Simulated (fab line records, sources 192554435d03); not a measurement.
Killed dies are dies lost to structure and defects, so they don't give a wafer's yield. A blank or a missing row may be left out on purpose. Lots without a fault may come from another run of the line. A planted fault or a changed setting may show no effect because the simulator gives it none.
One fault seen from 2 desks | flow n5_finfet | each desk has only its own numbers; what lay behind them comes last

THE TOOL OWNER'S DESK: rie_diel-06
The tool's own readings at N5_MOL_CONTACT_COAG_ETCH_47 (etches SiNx in CH3F/O2, stops on W, target depth 27 nm): means of the sampled wafers that have a number, for each lot that ran on this tool. A lot is out of limits, marked OUT, if its mean lies more than 4 standard deviations from the usual mean; the brackets give that distance. Of its 9 readings 7 are shown: the one that was out of limits first, and those that lie furthest out on some lot.
Columns: A = drypump_motor_current_A at N5_MOL_CONTACT_COAG_ETCH_47, usual 5.7 A; B = etch_rf_on_time_s at N5_MOL_CONTACT_COAG_ETCH_47, usual 31.5 s; C = oes_ar_750_au at N5_MOL_CONTACT_COAG_ETCH_47, usual 0.77 a.u.; D = oes_f_703_au at N5_MOL_CONTACT_COAG_ETCH_47, usual 0.78 a.u.; E = oes_product_au at N5_MOL_CONTACT_COAG_ETCH_47, usual 0.69 a.u.; F = rf_fwd_power_W at N5_MOL_CONTACT_COAG_ETCH_47, usual 386.1 W; G = rf_vpp_V at N5_MOL_CONTACT_COAG_ETCH_47, usual 295 V
lot  | first seen here | A   | B               | C    | D    | E    | F               | G
L877 | day 6 13:17     | 5.5 | 31.0            | 0.80 | 0.81 | 0.71 | 385.2           | 293
L878 | day 6 16:37     | 5.8 | 32.2            | 0.76 | 0.75 | 0.67 | 385.8           | 295
L880 | day 7 08:01     | 5.0 | 30.9            | 0.81 | 0.82 | 0.72 | 385.4           | 293
L882 | day 7 16:31     | 6.0 | 32.4            | 0.69 | 0.68 | 0.61 | 385.4           | 292
L888 | day 9 03:46     | 5.5 | 28.8 (-4.1) OUT | 0.88 | 1.04 | 0.73 | 481.4 (+56) OUT | 264 (-6.1) OUT
L889 | day 9 08:37     | 5.3 | 29.4            | 0.86 | 1.02 | 0.70 | 481.7 (+56) OUT | 262 (-6.5) OUT
This desk's finding: out of limits on L888, L889; first on L888, day 9 03:46 (etch_rf_on_time_s at N5_MOL_CONTACT_COAG_ETCH_47). In limits: L877, L878, L880, L882.

THE METROLOGY DESK
What the gauges read, lot by lot, whatever tool the lot ran on: means of the sampled wafers that have a number. A lot is out of limits, marked OUT, if its mean lies more than 4 standard deviations from the usual mean; the brackets give that distance. Of its 10 readings 7 are shown: those that lie furthest out on some lot.
Columns: A = DIBL_N at N5_BEOL_M4_RC_MEAS_101, usual 36.5 mV/V; B = DIBL_P at N5_BEOL_M4_RC_MEAS_101, usual 36.5 mV/V; C = IOFF_N at N5_BEOL_M4_RC_MEAS_101, usual 0.16 nA/um; D = ION_N at N5_BEOL_M4_RC_MEAS_101, usual 672 uA/um; E = SS_N at N5_BEOL_M4_RC_MEAS_101, usual 71.6 mV/dec; F = SS_P at N5_BEOL_M4_RC_MEAS_101, usual 73.4 mV/dec; G = VT_N at N5_BEOL_M4_RC_MEAS_101, usual 250 mV
lot  | first seen here | A    | B    | C    | D   | E    | F    | G
L874 | day 8 18:32     | 37.0 | 34.7 | 0.14 | 672 | 71.5 | 72.4 | 249
L877 | day 9 02:56     | 33.4 | 33.6 | 0.12 | 675 | 70.3 | 72.6 | 253
L878 | day 9 09:58     | 36.3 | 35.0 | 0.18 | 678 | 71.5 | 73.4 | 246
L880 | day 10 11:02    | 35.7 | 34.5 | 0.14 | 665 | 70.7 | 73.2 | 250
L881 | day 10 13:35    | 35.7 | 36.3 | 0.15 | 673 | 71.6 | 73.5 | 251
L882 | day 10 13:52    | 33.3 | 33.5 | 0.11 | 651 | 71.5 | 72.5 | 256
L888 | day 11 22:42    | 37.8 | 36.3 | 0.16 | 666 | 71.8 | 73.2 | 251
L889 | day 12 16:20    | 36.5 | 34.8 | 0.15 | 672 | 71.7 | 73.4 | 251
This desk's finding: nothing out of limits on any of the 8 lots.

PUT TOGETHER
The tool owner's desk could have raised an alarm at day 9 03:46, on L888, L889.
The metrology desk saw nothing out of limits.
The metrology desk has L888, L889 on record, within its limits.
Of the lots named, all ran N5_MOL_CONTACT_COAG_ETCH_47 on rie_diel-06.

WHAT THE SIMULATOR HAD PUT IN
Process parameter drift: rie_diel-06, from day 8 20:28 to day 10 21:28, at N5_MOL_CONTACT_COAG_ETCH_47. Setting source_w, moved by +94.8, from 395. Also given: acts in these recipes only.
Lots struck among those shown: L888, L889.
Hours from the fault's start to each desk's first reading out of limits: the tool owner's desk, 7.
